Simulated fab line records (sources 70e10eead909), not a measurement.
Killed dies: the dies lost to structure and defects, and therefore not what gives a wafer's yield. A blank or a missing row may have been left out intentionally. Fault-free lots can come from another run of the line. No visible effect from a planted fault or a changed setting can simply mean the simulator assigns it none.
fab line records	flow nandHarc
record: lots: 24	wafers: 72	lastDay: 33
route steps=1302 shown P_ZERO_WELL@14 P_GATE@146 P_CONTACT@244 P_M1@295
lots that met no fault: from a run of the same line without faults
startH: hours from the record's opening day to when the first of the lot's shown wafers began	waitH: hours since the lot's step before	" repeats the value in the row above	L1.1+2: one row covering several wafers at once	- no value, or no start was given	* or withheld: withheld	< > ~ a bound
route shown NAME@n: a module of which the file shows steps, and the number in the route of the first	usual: average and standard deviation across the fault-free wafers	same: alike in all rows	chamber/n: place in a boat	sites: each site's reading	_std_site: the standard deviation of these	_edge_site: mean of outer sites minus mean of inner sites	radiusMm: how far each site lies from the wafer's centre	mask NAME#n: copy n	behind: the tool/chamber that last shaped the wafer	hold: why the lot was held/for how many hours/how that ended	device: whichever transistor did not switch (one of n, p or np)	end of line: tests run on the same wafers once the route is complete	a step with no rows: only its recipe	killed: not the wafer's yield, but the dies lost to structure and defects at the first sort	map: a wafer's dies, x killed, . not, _ none there
set.NAME: setting as actually run; set.NAME@STEP: the setting as run at that earlier step	model.NAME: the simulator's own value behind a step, which no gauge read
route steps across a sampled set of lots; one table per step, one row per wafer
services: a tool's chamber out of use, with start hour (startH, from the record's first day; less than 0 if before it), hours out, and reason
== steps ==
step: NHARC_P_ZERO_WELL_CD_MEAS_11
recipe: targetCdNm: 500	landingEnergyEv: 500
usual: cdNm: 499.1/1.8
lot.wafer	tool	chamber	startH	waitH	cdNm
L074.1	cdSem-01	0	21.24	-	501.3
L074.3	"	0	"	"	500.1
L074.4	"	0	"	"	497.2
L075.1	cdSem-03	0	31.24	-	498.6
L075.3	"	0	"	"	497.9
L075.5	"	0	"	"	494.6
L076.2	cdSem-03	0	41.26	-	500.0
L076.4	"	0	"	"	499.8
L076.5	"	0	"	"	498.7
L077.1	cdSem-03	0	51.11	-	496.3
L077.2	"	0	"	"	499.3
L077.3	"	0	"	"	500.7
L078.4	cdSem-01	0	61.29	-	499.8
L078.5	"	0	"	"	500.0
L078.6	"	0	"	"	498.4
L079.1	cdSem-02	0	71.11	-	499.7
L079.4	"	0	"	"	500.6
L079.6	"	0	"	"	501.7
L080.1	cdSem-02	0	81.12	-	503.2
L080.4	"	0	"	"	499.9
L080.5	"	0	"	"	499.6
L081.3	cdSem-03	0	91.25	-	499.6
L081.4	"	0	"	"	498.1
L081.5	"	0	"	"	499.6
L082.4	cdSem-01	0	101.27	-	499.6
L082.5	"	0	"	"	497.0
L082.6	"	0	"	"	498.2
L083.3	cdSem-02	0	111.38	-	498.0
L083.5	"	0	"	"	499.9
L083.6	"	0	"	"	497.1
L084.3	cdSem-02	0	121.12	-	498.8
L084.4	"	0	"	"	498.4
L084.6	"	0	"	"	498.1
L085.1	cdSem-02	0	131.26	-	500.3
L085.5	"	0	"	"	497.7
L085.6	"	0	"	"	500.2
L086.1	cdSem-02	0	141.23	-	495.7
L086.4	"	0	"	"	499.0
L086.5	"	0	"	"	500.4
L087.2	cdSem-03	0	151.25	-	496.9
L087.3	"	0	"	"	501.6
L087.5	"	0	"	"	499.3
L088.1	cdSem-01	0	161.24	-	496.1
L088.3	"	0	"	"	499.0
L088.4	"	0	"	"	497.9
L089.1	cdSem-02	0	171.25	-	500.5
L089.2	"	0	"	"	502.7
L089.6	"	0	"	"	497.9
L090.2	cdSem-03	0	181.24	-	498.8
L090.4	"	0	"	"	499.9
L090.5	"	0	"	"	499.1
L091.1	cdSem-02	0	191.24	-	504.6
L091.3	"	0	"	"	500.7
L091.4	"	0	"	"	501.8
L092.1	cdSem-02	0	201.11	-	500.7
L092.4	"	0	"	"	499.8
L092.6	"	0	"	"	501.0
L093.2	cdSem-02	0	211.24	-	498.9
L093.4	"	0	"	"	496.0
L093.6	"	0	"	"	499.6
L094.3	cdSem-01	0	221.12	-	498.1
L094.4	"	0	"	"	497.9
L094.5	"	0	"	"	498.0
L095.2	cdSem-01	0	231.24	-	498.0
L095.4	"	0	"	"	498.0
L095.6	"	0	"	"	498.8
L096.1	cdSem-02	0	241.14	-	497.0
L096.3	"	0	"	"	495.0
L096.6	"	0	"	"	496.7
L097.1	cdSem-01	0	251.27	-	500.8
L097.4	"	0	"	"	498.3
L097.5	"	0	"	"	502.5
step: NHARC_P_GATE_HM_OPEN_105
recipe: targetDepthA: 3600	o2FlowSccm: 400	cosFlowSccm: 20	arFlowSccm: 0	rfW: 500	biasW: 300	chemistry: O2/COS
usual: drypumpMotorCurrentA: 5.4/0.41	oesProductAu: 0.998/0.012	rfVppV: 467/3.3	showerheadPlenumPTorr: 3.10/0.15	throttleValvePct: 28.330/0.0089
lot.wafer	tool	chamber	startH	waitH	drypumpMotorCurrentA	oesProductAu	rfHoursCounterH	rfVppV	showerheadPlenumPTorr	throttleValvePct
L074.4	rieDiel-07	3	-	-	5.3	1.001	11	472	3.34	28.332
L074.3	"	0	"	"	5.4	0.987	11	465	2.97	28.331
L074.1	"	1	"	"	5.1	1.005	9	465	2.99	28.325
L075.3	rieDiel-07	3	-	-	5.3	0.997	13	473	3.34	28.329
L075.1	"	0	"	"	5.4	0.998	13	463	2.97	28.331
L075.5	"	3	"	"	5.3	0.988	-	472	3.34	28.329
L076.4	rieDiel-08	3	-	-	4.9	0.994	4	468	3.21	28.326
L076.2	"	2	"	"	5.4	1.004	4	468	3.21	28.322
L076.5	"	3	"	"	4.8	0.990	-	470	3.21	28.327
L077.1	rieDiel-05	0	-	-	5.6	0.994	4	465	3.04	28.323
L077.3	"	1	"	"	5.4	0.979	5	463	2.92	28.328
L077.2	"	2	"	"	6.3	1.014	5	468	3.15	28.329
L078.4	rieDiel-08	3	-	-	4.9	0.983	4	469	3.21	28.330
L078.5	"	2	"	"	5.5	1.000	-	469	3.21	28.343
L078.6	"	3	"	"	4.8	0.987	-	468	3.21	28.327
L079.1	rieDiel-07	1	-	-	5.1	1.007	1	465	2.99	28.338
L079.4	"	3	"	"	5.4	0.997	1	471	3.34	28.319
L079.6	"	1	"	"	5.1	1.010	-	464	2.99	28.337
L080.4	rieDiel-07	0	-	-	5.4	0.978	1	465	2.97	28.332
L080.1	"	2	"	"	5.9	1.000	1	470	3.29	28.342
L080.5	"	0	"	"	5.4	0.988	-	465	2.97	28.319
L081.4	rieDiel-05	1	-	-	5.4	0.990	7	462	2.92	28.328
L081.3	"	2	"	"	6.3	1.006	7	468	3.15	28.337
L081.5	"	1	"	"	5.4	0.972	-	464	2.92	28.326
L082.4	rieDiel-08	0	-	-	5.9	1.026	7	464	2.93	28.331
L082.5	"	0	"	"	5.9	1.025	-	463	2.93	28.324
L082.6	"	1	"	"	4.9	1.003	-	465	2.96	28.325
L083.3	rieDiel-08	0	-	-	5.9	1.027	7	462	2.93	28.334
L083.5	"	0	"	"	5.9	1.028	-	464	2.93	28.317
L083.6	"	1	"	"	4.9	1.012	-	463	2.96	28.317
L084.3	rieDiel-07	0	-	-	5.4	0.991	2	464	2.97	28.314
L084.4	"	1	"	"	5.1	1.000	2	464	2.99	28.346
L084.6	"	0	"	"	5.4	0.991	-	465	2.96	28.328
L085.1	rieDiel-05	3	-	-	5.0	1.017	9	472	3.29	28.328
L085.6	"	0	"	"	5.6	1.003	-	466	3.04	28.326
L085.5	"	1	"	"	5.3	0.994	-	464	2.92	28.332
L086.1	rieDiel-07	3	-	-	5.3	0.994	2	472	3.34	28.334
L086.4	"	1	"	"	5.1	1.016	2	463	2.99	28.355
L086.5	"	0	"	"	5.4	0.985	-	463	2.96	28.322
L087.3	rieDiel-08	0	-	-	5.9	1.006	3	463	2.93	28.309
L087.2	"	2	"	"	5.4	1.006	3	468	3.21	28.343
L087.5	"	3	"	"	4.9	1.006	-	470	3.21	28.333
L089.2	rieDiel-05	1	-	-	5.3	0.979	1	464	2.92	28.335
L089.1	"	0	"	"	5.6	0.992	1	465	3.04	28.327
L089.6	"	1	"	"	5.3	0.990	-	464	2.92	28.327
L088.4	rieDiel-05	0	-	-	5.6	0.981	1	465	3.04	28.336
L088.1	"	1	"	"	5.3	0.986	1	463	2.92	28.336
L088.3	"	2	"	"	6.3	1.001	1	467	3.14	28.329
L090.2	rieDiel-05	3	-	-	5.0	0.996	3	471	3.29	28.318
L090.4	"	1	"	"	5.3	0.998	2	462	2.92	28.328
L090.5	"	3	"	"	5.0	1.005	-	470	3.29	28.335
L091.1	rieDiel-05	0	-	-	5.6	0.986	3	465	3.04	28.341
L091.3	"	1	"	"	5.3	0.997	3	464	2.92	28.343
L091.4	"	3	"	"	5.0	0.998	3	471	3.29	28.336
L092.1	rieDiel-07	3	-	-	5.4	0.995	5	473	3.34	28.334
L092.4	"	0	"	"	5.4	0.988	5	465	2.96	28.344
L092.6	"	2	"	"	5.9	1.008	-	471	3.29	28.329
L094.4	rieDiel-05	2	-	-	6.3	1.000	4	469	3.14	28.329
L094.3	"	0	"	"	5.6	0.989	5	465	3.04	28.338
L094.5	"	3	"	"	5.0	0.989	-	471	3.29	28.348
L093.2	rieDiel-05	0	-	-	5.6	0.985	5	465	3.04	28.346
L093.4	"	2	"	"	6.3	0.996	5	467	3.14	28.327
L093.6	"	1	"	"	5.3	0.992	-	462	2.92	28.321
L095.2	rieDiel-07	1	-	-	5.1	1.023	2	465	2.98	28.337
L095.4	"	3	"	"	5.3	0.999	1	472	3.34	28.340
L095.6	"	2	"	"	5.9	0.996	-	470	3.29	28.317
L096.1	rieDiel-05	3	-	-	5.0	0.983	8	470	3.29	28.350
L096.3	"	0	"	"	5.6	0.973	7	466	3.03	28.331
L096.6	"	0	"	"	5.6	0.978	-	466	3.03	28.322
L097.1	rieDiel-08	0	-	-	5.9	1.018	11	462	2.92	28.331
L097.4	"	1	"	"	4.9	0.995	13	464	2.95	28.325
L097.5	"	0	"	"	5.9	1.022	-	463	2.92	28.325
step: NHARC_P_GATE_STRIP_111
recipe: powerW: 1500	tempC: 110	timeS: 250	chemistry: N2/H2
usual: drypumpMotorCurrentA: 5.7/0.63	heaterPowerW: 83/8.8
lot.wafer	tool	chamber	startH	waitH	drypumpMotorCurrentA	heaterPowerW	rfHoursCounterH
L074.1	plasmaAsher-01	0	110.28	0.2	6.3	90	21
L074.4	"	0	"	"	6.3	90	-
L074.3	"	1	"	"	6.1	94	-
L075.1	plasmaAsher-02	1	128.19	0.2	5.6	75	1
L075.3	"	0	"	"	4.7	75	-
L075.5	"	0	"	"	4.7	75	-
L076.2	plasmaAsher-01	0	138.22	0.2	6.3	90	28
L076.4	"	1	"	"	6.2	92	-
L076.5	"	1	"	"	6.1	90	-
L077.2	plasmaAsher-02	1	140.77	0.2	5.6	73	4
L077.1	"	0	"	"	4.7	75	4
L077.3	"	1	"	"	5.6	75	-
L078.4	plasmaAsher-02	1	146.77	0.3	5.6	72	-
L078.5	"	0	"	"	4.7	76	-
L078.6	"	1	"	"	5.6	76	-
L079.1	plasmaAsher-02	0	161.49	0.2	4.7	76	9
L079.4	"	1	"	"	5.6	74	-
L079.6	"	0	"	"	4.7	75	-
L080.1	plasmaAsher-02	1	172.30	0.2	5.6	75	12
L080.4	"	1	"	"	5.6	73	-
L080.5	"	0	"	"	4.7	74	-
L081.4	plasmaAsher-01	1	177.37	0.2	6.1	91	-
L081.3	"	0	"	"	6.3	94	-
L081.5	"	1	"	"	6.1	95	-
L082.4	plasmaAsher-02	1	188.92	0.3	5.6	73	-
L082.6	"	0	"	"	4.7	74	-
L082.5	"	1	"	"	5.6	74	-
L083.3	plasmaAsher-02	1	202.18	0.3	5.6	76	-
L083.6	"	0	"	"	4.7	75	-
L083.5	"	1	"	"	5.6	75	-
L084.4	plasmaAsher-02	0	206.59	0.2	4.7	73	-
L084.3	"	1	"	"	5.6	74	-
L084.6	"	0	"	"	4.7	74	-
L085.1	plasmaAsher-01	1	218.63	0.2	6.2	92	8
L085.5	"	1	"	"	6.1	93	-
L085.6	"	0	"	"	6.3	91	-
L086.1	plasmaAsher-02	1	227.97	0.2	5.6	75	21
L086.4	"	0	"	"	4.7	74	-
L086.5	"	0	"	"	4.7	75	-
L087.2	plasmaAsher-02	0	239.09	0.2	4.7	73	23
L087.3	"	0	"	"	4.7	75	-
L087.5	"	1	"	"	5.6	76	-
L089.2	plasmaAsher-01	1	258.61	0.2	6.2	91	15
L089.1	"	0	"	"	6.3	94	15
L089.6	"	0	"	"	6.3	93	-
L088.1	plasmaAsher-02	1	259.41	0.2	5.6	74	25
L088.3	"	1	"	"	5.6	75	-
L088.4	"	0	"	"	4.7	75	-
L090.2	plasmaAsher-01	1	280.51	0.2	6.1	94	21
L090.4	"	0	"	"	6.3	91	-
L090.5	"	1	"	"	6.2	92	-
L091.1	plasmaAsher-01	1	284.33	0.2	6.1	91	22
L091.4	"	1	"	"	6.1	93	-
L091.3	"	0	"	"	6.3	90	-
L092.1	plasmaAsher-01	0	292.40	0.2	6.3	92	25
L092.4	"	1	"	"	6.2	91	-
L092.6	"	0	"	"	6.3	90	-
L094.3	plasmaAsher-01	1	310.14	0.2	6.2	90	-
L094.4	"	0	"	"	6.3	91	-
L094.5	"	0	"	"	6.3	92	-
L093.2	plasmaAsher-01	1	311.16	0.2	6.1	91	29
L093.4	"	0	"	"	6.3	92	-
L093.6	"	0	"	"	6.3	91	-
L095.2	plasmaAsher-01	0	331.35	0.2	6.3	92	34
L095.4	"	0	"	"	6.3	92	-
L095.6	"	0	"	"	6.3	91	-
L096.1	plasmaAsher-01	0	336.20	0.2	6.3	90	35
L096.3	"	0	"	"	6.3	92	-
L096.6	"	0	"	"	6.3	91	-
L097.1	plasmaAsher-02	0	349.58	0.2	4.7	76	10
L097.4	"	1	"	"	5.6	74	-
L097.5	"	0	"	"	4.7	76	-
step: NHARC_P_GATE_STRIP_113
recipe: powerW: 1500	tempC: 110	timeS: 740	chemistry: N2/H2
usual: drypumpMotorCurrentA: 5.8/0.61	heaterPowerW: 85/8.6
lot.wafer	tool	chamber	startH	waitH	drypumpMotorCurrentA	heaterPowerW	rfHoursCounterH
L074.1	plasmaAsher-01	0	113.83	0.3	6.2	91	22
L074.4	"	1	"	"	6.2	91	-
L074.3	"	0	"	"	6.3	90	-
L075.1	plasmaAsher-02	0	131.85	0.4	4.7	75	2
L075.3	"	1	"	"	5.6	74	-
L075.5	"	1	"	"	5.6	75	-
L076.2	plasmaAsher-01	0	141.76	0.3	6.3	89	28
L076.4	"	1	"	"	6.1	94	-
L076.5	"	0	"	"	6.3	91	-
L077.2	plasmaAsher-02	0	144.28	0.2	4.7	76	5
L077.1	"	1	"	"	5.6	74	5
L077.3	"	1	"	"	5.6	74	-
L078.4	plasmaAsher-02	1	150.32	0.3	5.6	75	-
L078.5	"	1	"	"	5.6	73	-
L078.6	"	0	"	"	4.7	76	-
L079.1	plasmaAsher-02	0	164.80	0.2	4.7	74	10
L079.4	"	1	"	"	5.6	74	-
L079.6	"	1	"	"	5.6	76	-
L080.1	plasmaAsher-02	0	175.71	0.3	4.7	75	13
L080.4	"	0	"	"	4.7	74	-
L080.5	"	1	"	"	5.6	75	-
L081.3	plasmaAsher-01	1	180.97	0.4	6.1	91	-
L081.4	"	0	"	"	6.3	91	-
L081.5	"	1	"	"	6.1	94	-
L082.4	plasmaAsher-01	0	192.22	0.3	6.3	91	-
L082.5	"	0	"	"	6.2	90	-
L082.6	"	1	"	"	6.2	92	-
L083.3	plasmaAsher-01	0	205.62	0.4	6.3	89	-
L083.5	"	0	"	"	6.3	90	-
L083.6	"	1	"	"	6.2	94	-
L084.4	plasmaAsher-02	0	209.95	0.3	4.7	74	-
L084.3	"	1	"	"	5.6	75	-
L084.6	"	0	"	"	4.7	76	-
L085.1	plasmaAsher-01	1	222.10	0.2	6.1	94	8
L085.5	"	1	"	"	6.2	92	-
L085.6	"	0	"	"	6.3	90	-
L086.1	plasmaAsher-01	1	231.51	0.3	6.2	93	11
L086.4	"	0	"	"	6.3	91	-
L086.5	"	1	"	"	6.2	90	-
L087.2	plasmaAsher-01	1	242.68	0.3	6.2	92	12
L087.3	"	0	"	"	6.3	91	-
L087.5	"	0	"	"	6.3	92	-
L089.2	plasmaAsher-02	0	262.09	0.2	4.7	74	26
L089.1	"	1	"	"	5.6	75	26
L089.6	"	0	"	"	4.7	73	-
L088.1	plasmaAsher-02	1	262.88	0.2	5.6	75	27
L088.4	"	1	"	"	5.6	73	-
L088.3	"	0	"	"	4.7	74	-
L090.2	plasmaAsher-02	1	283.82	0.2	5.6	73	34
L090.4	"	1	"	"	5.6	76	-
L090.5	"	0	"	"	4.7	75	-
L091.1	plasmaAsher-01	0	287.54	0.2	6.3	93	23
L091.3	"	0	"	"	6.3	91	-
L091.4	"	1	"	"	6.2	93	-
L092.1	plasmaAsher-01	0	296.84	0.2	6.3	91	26
L092.4	"	1	"	"	6.1	92	-
L092.6	"	1	"	"	6.2	91	-
L094.3	plasmaAsher-01	1	313.78	0.4	6.2	92	-
L094.4	"	0	"	"	6.3	91	-
L094.5	"	1	"	"	6.2	94	-
L093.2	plasmaAsher-01	0	314.57	0.2	6.3	91	31
L093.4	"	1	"	"	6.1	92	-
L093.6	"	1	"	"	6.1	94	-
L095.2	plasmaAsher-02	1	334.67	0.3	5.6	77	6
L095.4	"	0	"	"	4.7	75	-
L095.6	"	0	"	"	4.7	77	-
L096.1	plasmaAsher-01	1	339.63	0.2	6.1	94	35
L096.3	"	0	"	"	6.3	88	-
L096.6	"	0	"	"	6.3	95	-
L097.1	plasmaAsher-01	1	353.10	0.3	6.1	96	0
L097.4	"	1	"	"	6.1	98	-
L097.5	"	0	"	"	6.3	93	-
step: NHARC_P_CONTACT_DEGAS_38
recipe: tempC: 300	timeS: 60
usual: heaterPowerW: 442/33
lot.wafer	tool	chamber	startH	waitH	heaterPowerW
L074.1	pvdSputter-01	-	119.62	-	378
L074.4	"	-	"	"	489
L074.3	"	-	"	"	441
L075.1	pvdSputter-03	-	137.79	-	471
L075.3	"	-	"	"	434
L075.5	"	-	"	"	446
L076.4	pvdSputter-01	-	147.57	-	423
L076.2	"	-	"	"	442
L076.5	"	-	"	"	425
L077.1	pvdSputter-03	-	150.22	-	437
L077.2	"	-	"	"	468
L077.3	"	-	"	"	441
L078.4	pvdSputter-01	-	155.92	-	438
L078.6	"	-	"	"	387
L078.5	"	-	"	"	500
L079.1	pvdSputter-02	-	170.91	-	440
L079.4	"	-	"	"	429
L079.6	"	-	"	"	457
L080.1	pvdSputter-03	-	181.58	-	450
L080.4	"	-	"	"	434
L080.5	"	-	"	"	467
L081.3	pvdSputter-01	-	186.72	-	379
L081.4	"	-	"	"	421
L081.5	"	-	"	"	398
L082.4	pvdSputter-01	-	197.78	-	431
L082.5	"	-	"	"	426
L082.6	"	-	"	"	385
L083.3	pvdSputter-03	-	211.30	-	453
L083.6	"	-	"	"	450
L083.5	"	-	"	"	427
L084.4	pvdSputter-03	-	215.63	-	449
L084.3	"	-	"	"	425
L084.6	"	-	"	"	406
L085.1	pvdSputter-03	-	228.02	-	461
L085.5	"	-	"	"	479
L085.6	"	-	"	"	456
L086.4	pvdSputter-01	-	237.32	-	424
L086.1	"	-	"	"	372
L086.5	"	-	"	"	427
L087.3	pvdSputter-03	-	248.60	-	417
L087.2	"	-	"	"	487
L087.5	"	-	"	"	471
L089.2	pvdSputter-01	-	268.19	-	433
L089.1	"	-	"	"	478
L089.6	"	-	"	"	441
L088.4	pvdSputter-02	-	268.96	-	471
L088.3	"	-	"	"	428
L088.1	"	-	"	"	441
L090.2	pvdSputter-01	-	289.87	-	373
L090.4	"	-	"	"	483
L090.5	"	-	"	"	448
L091.1	pvdSputter-02	-	293.64	-	443
L091.3	"	-	"	"	444
L091.4	"	-	"	"	469
L092.4	pvdSputter-02	-	302.78	-	423
L092.1	"	-	"	"	456
L092.6	"	-	"	"	456
L094.4	pvdSputter-03	-	319.62	-	424
L094.3	"	-	"	"	474
L094.5	"	-	"	"	454
L093.2	pvdSputter-03	-	320.50	-	489
L093.4	"	-	"	"	456
L093.6	"	-	"	"	420
L095.4	pvdSputter-01	-	340.36	-	491
L095.2	"	-	"	"	429
L095.6	"	-	"	"	484
L096.3	pvdSputter-03	-	345.55	-	424
L096.1	"	-	"	"	458
L096.6	"	-	"	"	416
L097.1	pvdSputter-01	-	358.91	-	419
L097.4	"	-	"	"	440
L097.5	"	-	"	"	371
step: NHARC_P_M1_CD_MEAS_09
recipe: targetCdNm: 130	landingEnergyEv: 500
usual: cdNm: 130.0/0.66
lot.wafer	tool	chamber	startH	waitH	cdNm
L074.1	cdSem-01	0	126.59	-	129.5
L074.3	"	0	"	"	129.3
L074.4	"	0	"	"	129.2
L075.1	cdSem-02	0	144.15	-	129.6
L075.3	"	0	"	"	129.8
L075.5	"	0	"	"	130.3
L076.2	cdSem-03	0	153.93	-	129.7
L076.4	"	0	"	"	129.5
L076.5	"	0	"	"	129.3
L077.1	cdSem-01	0	156.51	-	130.7
L077.2	"	0	"	"	130.8
L077.3	"	0	"	"	132.3
L078.4	cdSem-03	0	163.03	-	130.7
L078.5	"	0	"	"	130.0
L078.6	"	0	"	"	131.1
L079.1	cdSem-02	0	177.26	-	130.2
L079.4	"	0	"	"	129.7
L079.6	"	0	"	"	129.9
L080.1	cdSem-03	0	187.82	-	130.0
L080.4	"	0	"	"	129.4
L080.5	"	0	"	"	130.3
L081.3	cdSem-03	0	193.48	-	129.9
L081.4	"	0	"	"	130.4
L081.5	"	0	"	"	129.8
L082.4	cdSem-03	0	204.24	-	130.4
L082.5	"	0	"	"	130.8
L082.6	"	0	"	"	130.1
L083.3	cdSem-03	0	217.76	-	129.2
L083.5	"	0	"	"	129.7
L083.6	"	0	"	"	129.5
L084.3	cdSem-03	0	222.30	-	131.0
L084.4	"	0	"	"	130.9
L084.6	"	0	"	"	130.1
L085.1	cdSem-03	0	234.48	-	130.0
L085.5	"	0	"	"	129.4
L085.6	"	0	"	"	130.3
L086.1	cdSem-01	0	243.79	-	130.2
L086.4	"	0	"	"	128.7
L086.5	"	0	"	"	129.5
L087.2	cdSem-02	0	254.81	-	128.9
L087.3	"	0	"	"	129.6
L087.5	"	0	"	"	129.0
L089.1	cdSem-03	0	275.90	-	129.3
L089.2	"	0	"	"	129.1
L089.6	"	0	"	"	129.8
L088.1	cdSem-02	0	275.93	-	130.0
L088.3	"	0	"	"	129.9
L088.4	"	0	"	"	129.2
L090.2	cdSem-02	0	296.43	-	130.6
L090.4	"	0	"	"	130.0
L090.5	"	0	"	"	131.2
L091.1	cdSem-03	0	300.09	-	130.4
L091.3	"	0	"	"	129.7
L091.4	"	0	"	"	130.9
L092.1	cdSem-02	0	309.32	-	131.2
L092.4	"	0	"	"	130.1
L092.6	"	0	"	"	130.1
L094.3	cdSem-02	0	326.25	-	128.6
L094.4	"	0	"	"	129.0
L094.5	"	0	"	"	128.9
L093.2	cdSem-03	0	327.08	-	129.3
L093.4	"	0	"	"	130.7
L093.6	"	0	"	"	131.7
L095.2	cdSem-01	0	346.57	-	128.9
L095.4	"	0	"	"	129.8
L095.6	"	0	"	"	130.8
L096.1	cdSem-01	0	352.93	-	130.5
L096.3	"	0	"	"	130.0
L096.6	"	0	"	"	129.2
L097.1	cdSem-03	0	365.36	-	130.2
L097.4	"	0	"	"	130.2
L097.5	"	0	"	"	130.7
== services ==
tool	chamber	startH	hours	kind
plasmaAsher-02	-	76.48	0.3	repair
pvdSputter-02	-	96.62	3.0	repair
rieDiel-05	1	101.12	6.5	repair
rieDiel-05	2	107.74	5.0	repair
plasmaAsher-02	-	113.25	9.0	pm
rieDiel-07	-	117.20	9.0	pm
pvdSputter-02	-	132.29	10.0	pm
plasmaAsher-01	-	165.00	9.0	pm
pvdSputter-03	-	170.00	10.0	pm
rieDiel-08	-	190.80	9.0	pm
pvdSputter-01	-	226.87	10.0	pm
rieDiel-05	0	228.13	5.4	repair
rieDiel-05	-	229.80	9.0	pm
rieDiel-08	3	238.97	2.2	repair
pvdSputter-01	-	239.13	5.3	repair
rieDiel-07	3	252.65	3.6	repair
rieDiel-07	-	281.58	0.6	repair
plasmaAsher-02	-	287.80	4.5	repair
rieDiel-07	-	294.20	9.0	pm
rieDiel-07	3	327.45	5.5	repair
plasmaAsher-01	-	342.00	9.0	pm
pvdSputter-03	-	348.00	10.0	pm
rieDiel-07	0	350.20	1.6	repair
rieDiel-07	1	355.01	2.6	repair
== key ==
fault none
